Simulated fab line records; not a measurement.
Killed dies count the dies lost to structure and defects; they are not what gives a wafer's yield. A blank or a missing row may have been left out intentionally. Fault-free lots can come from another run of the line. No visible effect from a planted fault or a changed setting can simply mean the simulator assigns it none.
Matching of chambers    flow n5-finfet    N5_FIN_SAQP_ETCH_65 on rie-si-02: 4 sister chambers
The step etches SiO2 in CF4, target depth 4 nm, time 4.4 s. 20 wafers are shown with their chamber, then 10 later ones without.

WAFERS, EACH WITH ITS CHAMBER
wafer   chamber  drypump-motor-current-A (A)  throttle-valve-pct (%)  cf4-flow-sccm (sccm)
L078.1  1        5.5                          21.88                   80.24
L078.4  0        5.3                          21.61                   79.81
L078.5  2        5.9                          21.54                   79.64
L084.1  3        5.3                          21.85                   79.90
L084.3  0        5.3                          21.62                   80.16
L084.6  2        5.9                          21.52                   79.79
L086.3  1        5.6                          21.88                   80.32
L086.4  3        5.3                          21.87                   79.76
L086.5  3        5.3                          21.85                   79.70
L087.1  3        5.3                          21.86                   80.06
L087.4  1        5.6                          21.89                   79.69
L087.5  2        5.9                          21.50                   79.67
L089.1  1        5.5                          21.89                   79.83
L089.2  0        5.3                          21.59                   80.64
L089.4  3        5.3                          21.87                   79.95
L091.3  0        5.3                          21.61                   80.15
L091.4  2        5.9                          21.54                   79.73
L091.6  2        5.9                          21.52                   79.97
L092.4  2        5.9                          21.54                   79.71
L092.5  0        5.3                          21.62                   79.95

SIGNATURES (averages over the wafers above)
reading                  chamber 0  chamber 1  chamber 2  chamber 3  scatter within a chamber
drypump-motor-current-A  5.300      5.550      5.900      5.300      0.025
throttle-valve-pct       21.6100    21.8850    21.5267    21.8600    0.0123
cf4-flow-sccm            80.1420    80.0200    79.7517    79.8740    0.228
Rule: for a wafer and a chamber, the distance is found by dividing, reading by reading, the gap between the wafer's reading and the chamber's mean by the reading's scatter, squaring, summing and taking the root. If the next closest chamber is less than 2 further off than the closest, the wafer can't be placed; otherwise it belongs to the closest. The scatter is the square root of a quotient: the sum, over the shown wafers, of each reading's squared deviation from its chamber's mean, divided by wafers minus chambers.

WAFERS WITH NO CHAMBER GIVEN
wafer   drypump-motor-current-A (A)  throttle-valve-pct (%)  cf4-flow-sccm (sccm)
L092.6  5.5                          21.88                   79.93
L093.1  5.2                          21.62                   79.80
L093.4  5.5                          21.89                   79.71
L093.6  5.9                          21.55                   79.88
L094.1  5.6                          21.88                   79.91
L094.2  5.3                          21.86                   80.16
L094.3  5.9                          21.52                   80.20
L096.1  5.3                          21.86                   79.87
L096.3  5.9                          21.54                   79.68
L096.4  5.5                          21.89                   79.84

CHAMBER TAKEN BY EACH
wafer   from the rows above  in truth
L092.6  1                    1
L093.1  0                    0
L093.4  1                    1
L093.6  2                    2
L094.1  1                    1
L094.2  3                    3
L094.3  2                    2
L096.1  3                    3
L096.3  2                    2
L096.4  1                    1
Correct placement for 10 of the 10. From these rows, 0 cannot be placed. Placed wrongly: 0.
